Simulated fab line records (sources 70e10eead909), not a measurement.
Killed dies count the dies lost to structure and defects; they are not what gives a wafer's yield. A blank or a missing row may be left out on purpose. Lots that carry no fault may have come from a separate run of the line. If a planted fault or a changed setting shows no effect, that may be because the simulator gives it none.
Struck lot and sound lot, side by side / flow nand harc / 13 out of 1302 route steps
Sound: these wafers, L622.4, L622.5, L622.6. Struck: wafer L614.3. (L614.2, L614.6 of the same lot were not struck and are left out.) The cause comes at the end.
At each step with rows: each side's tool, then ch and its chambers, then its first start. Under that, the readings that differ: sound wafers / struck wafers / difference of the means / sigmas: that difference in standard deviations of wafers without a fault.
alike: readings whose means differ by less than 2 such deviations, and words and numbers that are the same on both sides. not compared: withheld readings, readings that some wafer has no value for, bounds like >300 that may hide the same value, and numbers for which the record gives no deviation and whose values overlap.
The two part at a step that has a row with sigmas, a row that says differs or no value, or rows on one side only. Non-overlapping numbers with no deviation appear without sigmas and do not part them. Lack of a reading on every wafer of one side parts them only where that side has two or more wafers.

first, 1 step without rows for these wafers: NHARC_A_SLIT_SRD_20.
NHARC_A_SLIT_CD_MEAS_21:
  sound on cd sem-03, day 29 00:02; struck on cd sem-03, day 26 00:08
  alike: cd nm
then, 3 steps without rows for these wafers: NHARC_A_SIN_REMOVE_WET_00 (chemistry H3PO4, time 15300 s); NHARC_A_SIN_REMOVE_PRECLEAN_01 (cleans in SC1); NHARC_A_SIN_REMOVE_SRD_02.
NHARC_A_SIN_REMOVE_INSPECT_04:
  sound on defect inspect-02, day 29 06:34; struck on defect inspect-02, day 26 06:54
  alike: raw defect count
NHARC_A_WL_FILL_ALD_00: deposits Al2O3, target thk 3 nm, pulse time 3 s, ald cycles 30.
  sound on ald hk-03 ch 0,2,3, day 29 06:43; struck on ald hk-04 ch 2, day 26 06:58
  alike: heater power w, precursor pulse height rel
NHARC_A_WL_FILL_RTA_01: time 5 s.
  sound on rtp anneal-01 ch 0, day 29 06:58; struck on rtp anneal-02 ch 0, day 26 07:16
reading=lamp power pct (%); sound=26.6 26.7 26.6; struck=29.4; difference=+2.8; sigmas=+2
reading=lamp_zone_1_pct (%); sound=26.7 26.7 26.7; struck=29.4; difference=+2.7; sigmas=+2
  alike: wafer_temp_C_max
NHARC_A_WL_FILL_ALD_02: deposits TiN, target thk 2 nm, pulse time 3 s, ald cycles 100.
  sound on ald metal-02 ch 1,2,3, day 29 07:15; struck on ald metal-04 ch 2, day 26 07:29
  alike: heater power w, precursor pulse height rel
NHARC_A_WL_FILL_CVD_03: deposits W, target thk 40 nm, time 279 s.
  sound on cvd w-01 ch 0,1, day 29 07:43; struck on cvd w-02 ch 0, day 26 07:53
  alike: heater power w, throttle valve pct
NHARC_A_WL_FILL_ETCHBACK_04: etches the open film in NF3, target depth 60 nm, time 120 s.
  sound on rie metal-01 ch 0,1, day 29 08:05; struck on rie metal-01 ch 0, day 26 08:17
reading=run length s (s); sound=141.7 141.7 140.5; struck=116.4; difference=-24.9; sigmas=-50
  alike: drypump motor current A, oes product au
  not compared: rf hours counter h
NHARC_A_WL_FILL_ETCHBACK_05: etches the open film in Cl2/BCl3, target depth 22 nm, time 60 s.
  sound on rie metal-01 ch 0,1, day 29 08:15; struck on rie metal-01 ch 0, day 26 08:31
  alike: drypump motor current A, oes product au, run length s
  not compared: rf hours counter h
-- the record jumps here: 4 days lie between the struck wafers' starts before and after (it left off in module A_WL_FILL and takes up again in module END, whose first step shown is number 1302 of the route) --
NHARC_END_SORT_01:
  sound on prober-02 ch 0, day 33 14:31; struck on prober-02 ch 0, day 30 09:43
  alike: killed at array, killed at other, killed at periphery, killed dies, killed open, killed short

## WHERE THEY PART
At NHARC_A_WL_FILL_RTA_01 first; at NHARC_A_WL_FILL_ETCHBACK_04 last (within this record only). Later steps at which nothing parts them and some readings are alike: NHARC_A_WL_FILL_ETCHBACK_05, NHARC_END_SORT_01.

WHY: what the simulator had put in
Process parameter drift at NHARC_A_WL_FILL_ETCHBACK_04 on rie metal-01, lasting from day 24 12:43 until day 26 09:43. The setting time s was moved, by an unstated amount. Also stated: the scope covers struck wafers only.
